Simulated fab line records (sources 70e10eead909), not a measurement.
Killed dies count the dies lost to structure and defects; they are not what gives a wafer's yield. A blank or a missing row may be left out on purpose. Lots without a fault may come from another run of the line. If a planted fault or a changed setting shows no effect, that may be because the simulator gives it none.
The tool behind it: which one? ; flow nand_harc ; 7 lots with 21 wafers sampled at 4 steps, on a route of 1159 steps

WHAT EACH GAUGE READ, for each wafer
NHARC_A_SOURCE_PLATE_THK_MEAS_06: measures by ellipsometry.
lot;measured;on;thk_nm (nm)
L128;day 7 20:13;film_metro-02;200.5 201.5 202.3
L129;day 8 15:33;film_metro-01;194.6 193.6 194.9
L132;day 9 11:12;film_metro-02;200.1 198.7 199.8
L134;day 9 15:17;film_metro-02;48.8 50.0 48.3
L144;day 12 12:46;film_metro-01;199.3 198.3 200.3
L146;day 12 17:34;film_metro-02;200.9 199.2 202.3
L148;day 13 10:23;film_metro-02;200.8 199.0 200.9

TOOL THAT RAN EACH LOT (tool first, then ch and the chambers of the sampled wafers, then the start)
lot;NHARC_P_BONDPAD_PRE_CLEAN_26;NHARC_P_BONDPAD_PVD_17;NHARC_A_SOURCE_PLATE_CVD_03
L128;pvd_sputter-03, day 7 09:18 or earlier;pvd_sputter-03, day 7 09:18 or earlier;lpcvd_poly-03 ch 0, day 7 09:18
L129;pvd_sputter-03, day 8 05:12 or earlier;pvd_sputter-03, day 8 05:12 or earlier;lpcvd_poly-01 ch 0, day 8 05:12
L132;pvd_sputter-02, day 9 00:34 or earlier;pvd_sputter-02, day 9 00:34 or earlier;lpcvd_poly-01 ch 0, day 9 00:34
L134;pvd_sputter-03, day 9 04:45 or earlier;pvd_sputter-03, day 9 04:45 or earlier;lpcvd_poly-04, day 9 04:45
L144;pvd_sputter-01, day 12 02:14 or earlier;pvd_sputter-01, day 12 02:14 or earlier;lpcvd_poly-04 ch 0, day 12 02:14
L146;pvd_sputter-01, day 12 07:05 or earlier;pvd_sputter-01, day 12 07:05 or earlier;lpcvd_poly-04 ch 0, day 12 07:05
L148;pvd_sputter-03, day 12 23:49 or earlier;pvd_sputter-03, day 12 23:49 or earlier;lpcvd_poly-03 ch 0, day 12 23:49
- NHARC_P_BONDPAD_PRE_CLEAN_26: time 30 s.
- NHARC_P_BONDPAD_PVD_17: deposits TaN, target thk 5 nm, time 8.06 s.
- NHARC_A_SOURCE_PLATE_CVD_03: deposits poly-Si, target thk 200 nm, time 4000 s.

THE ANSWER, worked out from the rows above alone
Rule: usual is defined by the lots themselves. The widest of any qualifying gaps counts: lots, ordered by their means at a reading, are off when they make up no more than a third of the lots, leave a main group of 4 or more, and stand apart from it by 3 or more times the standard deviation of that group's means. The tables above print the reading to a certain number of digits; a main group whose means all agree to those digits is not used. Also off: a lot with no number at a reading for which 4 or more lots have one. Any other lot the step has rows for is counted as sound.
Off: L134, at NHARC_A_SOURCE_PLATE_THK_MEAS_06 (thk_nm). For the main group the mean is 199.3 nm and the standard deviation 2.3.
If a tool, at a process step before that reading, ran all the lots that are off and no sound lot after the first of them, it fits. Those tools and the gauges at NHARC_A_SOURCE_PLATE_THK_MEAS_06 are tried in the same way. NHARC_P_BONDPAD_PRE_CLEAN_26 gives no start for some lots, so the hours and the order of its lots are those of NHARC_A_SOURCE_PLATE_CVD_03. NHARC_P_BONDPAD_PVD_17 gives no start for some lots, so the hours and the order of its lots are those of NHARC_A_SOURCE_PLATE_CVD_03. No candidate that was tried fits.

WHAT HAD BEEN PUT IN BY THE SIMULATOR
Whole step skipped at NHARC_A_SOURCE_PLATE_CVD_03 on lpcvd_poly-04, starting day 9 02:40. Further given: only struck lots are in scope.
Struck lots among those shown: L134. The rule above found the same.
